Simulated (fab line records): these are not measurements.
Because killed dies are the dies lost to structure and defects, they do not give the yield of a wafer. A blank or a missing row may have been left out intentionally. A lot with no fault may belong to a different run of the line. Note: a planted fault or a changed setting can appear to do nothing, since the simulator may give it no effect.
A struck lot beside a sound one | flow n5Finfet | 38 steps out of a route of 1938
Sound: wafers L244.1, L244.5, L244.6. Struck: wafer L256.4. (L256.3 of the same lot was not struck and is left out.) The cause comes at the end.
At each step with rows: each side's tool, then ch and its chambers, then its first start. Under that, the readings that differ: sound wafers | struck wafers | difference of the means | sigmas: that difference in standard deviations of wafers without a fault.
alike: readings with means less than 2 such deviations apart, plus words and numbers identical on both sides. not compared: withheld readings, readings lacking a value on some wafer, bounds such as >300 that could conceal the same value, and numbers that have no deviation in the record and whose values overlap.
The two part at a step that has a row with sigmas, a row that says differs or no value, or rows on one side only. When numbers do not overlap yet have no deviation, they are printed without sigmas and do not part them. A reading that every wafer of one side lacks parts them only if that side has two wafers or more.

first, 9 steps without rows for these wafers: N5_BEOL_M4_ANNEAL_95 (time 240 s); N5_BEOL_M4_SPUTTER_96 (material Cu, target thk 4.5 nm, time 8.29 s); N5_BEOL_M4_ECD_50 (material Cu, target thk 300 nm); N5_BEOL_M4_ANNEAL_51 (time 90 s); N5_BEOL_M4_CMP_52 (polishes, stops on SiOC, t overpolish 6.8 s, target thk 40 nm); N5_BEOL_M4_PRE_CLEAN_60 (time 15 s); N5_BEOL_M4_CO_CAP_55 (material Co, precursor CCTBA/H2, target thk 2 nm, time 102.1 s); N5_BEOL_M4_PRE_CLEAN_56 (time 15 s); N5_BEOL_M4_DEP_57 (deposits SiCN from 3MS/NH3, target thk 8 nm, time 14 s).
N5_BEOL_M4_RC_MEAS_101:
  sound on prober-01 ch 0, day 10 15:33; struck on prober-01 ch 0, day 12 17:57
reading       | sound          | struck | difference | sigmas
ION_P (uA/um) | 468 462 465    | 482    | +17        | +2
SS_P (mV/dec) | 74.1 74.7 74.3 | 72.9   | -1.5       | -2
  alike: DIBL_N, DIBL_P, IOFF_N, IOFF_P, ION_N, SS_N, VT_N, VT_P
then, 24 steps without rows for these wafers: N5_BEOL_M5_ILD_DEP_00 (deposits SiCOH lowk from DEMS/porogen, target thk 140.64 nm, time 25.9 s); N5_BEOL_M5_CURE_79 (cures SiCOH lowk, time 240 s); N5_BEOL_M5_PECVD_70 (deposits SiO2 from TEOS/O2, target thk 16 nm, time 18 s); N5_BEOL_M5_HM_DEP_02 (deposits TiN, target thk 20 nm); N5_BEOL_M5_COAT_59 (time 60 s, resist thk 60 nm); N5_BEOL_M5_COAT_60 (time 60 s, resist thk 12 nm); N5_BEOL_M5_COAT_71 (time 60 s, resist thk 5 nm); N5_BEOL_M5_COAT_05 (resist thk 30 nm); N5_BEOL_M5_EBR_07; N5_BEOL_M5_SOFTBAKE_06 (time 60 s); N5_BEOL_M5_EXPOSE_08 (exposes mask M5, target cd 28 nm); N5_BEOL_M5_PEB_09 (peb time 60 s); N5_BEOL_M5_DEVELOP_10 (develop time 30 s); N5_BEOL_M5_DESCUM_16 (chemistry O2, time 7 s); N5_BEOL_M5_ETCH_72 (etches underlayer in N2/H2, target depth 6.5 nm, time 5.2 s); N5_BEOL_M5_ETCH_61 (etches SiARC in CF4, target depth 15.6 nm, time 26 s); N5_BEOL_M5_ETCH_62 (etches SOC in N2/H2, target depth 75 nm, overetch 15 nm, time 112.5 s); N5_BEOL_M5_STRIP_63 (strips in N2/H2); N5_BEOL_M5_STRIP_73 (strips in N2/H2); N5_BEOL_M5_STRIP_64 (strips in CF4); N5_BEOL_M5_HM_OPEN_17 (chemistry Cl2/BCl3, target TiN, target depth 20 nm, overetch 6 nm); N5_BEOL_M5_STRIP_19 (strips in O2); N5_BEOL_M5_COAT_65 (time 60 s, resist thk 60 nm); N5_BEOL_M5_COAT_66 (time 60 s, resist thk 12 nm).
-- here the record skips 2 days between the struck wafers' starts before and after, leaving off in module BEOL_M5 and picking up in module BEOL_M10 (first step shown: number 1470 of the route) --
N5_BEOL_M10_ILD_DEP_00: deposits SiCOH lowk from DEMS/porogen, target thk 308.51 nm, time 58 s.
  sound on pecvd-04 ch 0,1,2, day 12 15:37; struck on pecvd-04 ch 1, day 15 00:02
reading                                            | sound             | struck | difference | sigmas
runLengthS (s)                                     | 101.4 100.8 99.9  | 118.0  | +17.3      | +26
model.SiCOH_lowk_of_BEOL_M10_ILD_DEP_00.thkNm (nm) | 304.6 310.8 312.6 | 397.4  | +88.1      | 
  alike: heaterPowerW, showerheadPlenumPTorr, throttleValvePct
N5_BEOL_M10_THK_MEAS_01:
  struck on filmMetro-01, day 15 00:41; sound on filmMetro-01, day 12 16:12
reading          | sound       | struck | difference | sigmas
M10_ILD_THK (nm) | 265 270 272 | 347    | +78        | +24
N5_BEOL_M10_CMP_52: polishes, stops on SiCOH lowk, t overpolish 7 s, target thk 140 nm.
  sound on cmp-04 ch 0,2,3, day 12 21:41; struck on cmp-04 ch 3, day 15 11:09
reading                                            | sound           | struck | difference | sigmas
motorCurrentA (A)                                  | 5.9 8.0 5.6     | 8.5    | +2.0       | +3
model.SiCOH_lowk_of_BEOL_M10_ILD_DEP_00.thkNm (nm) | 261.6 267 268.6 | 343.8  | +78.1      | 
  alike: headPressurePsi
-- a jump in the record: the struck wafers' starts before and after are 2 days apart (it breaks off in module BEOL_M10 and resumes in module PASSIVATION, where the first step shown is number 1936 of the route) --
N5_PASSIVATION_PROBE_49:
  only the struck wafers here have rows in the record (prober-02, day 17 13:53); the sound ones have none

## WHERE THEY PART
At N5_BEOL_M4_RC_MEAS_101 first; at N5_PASSIVATION_PROBE_49 last (within this record only).

WHY: the cause the simulator had injected
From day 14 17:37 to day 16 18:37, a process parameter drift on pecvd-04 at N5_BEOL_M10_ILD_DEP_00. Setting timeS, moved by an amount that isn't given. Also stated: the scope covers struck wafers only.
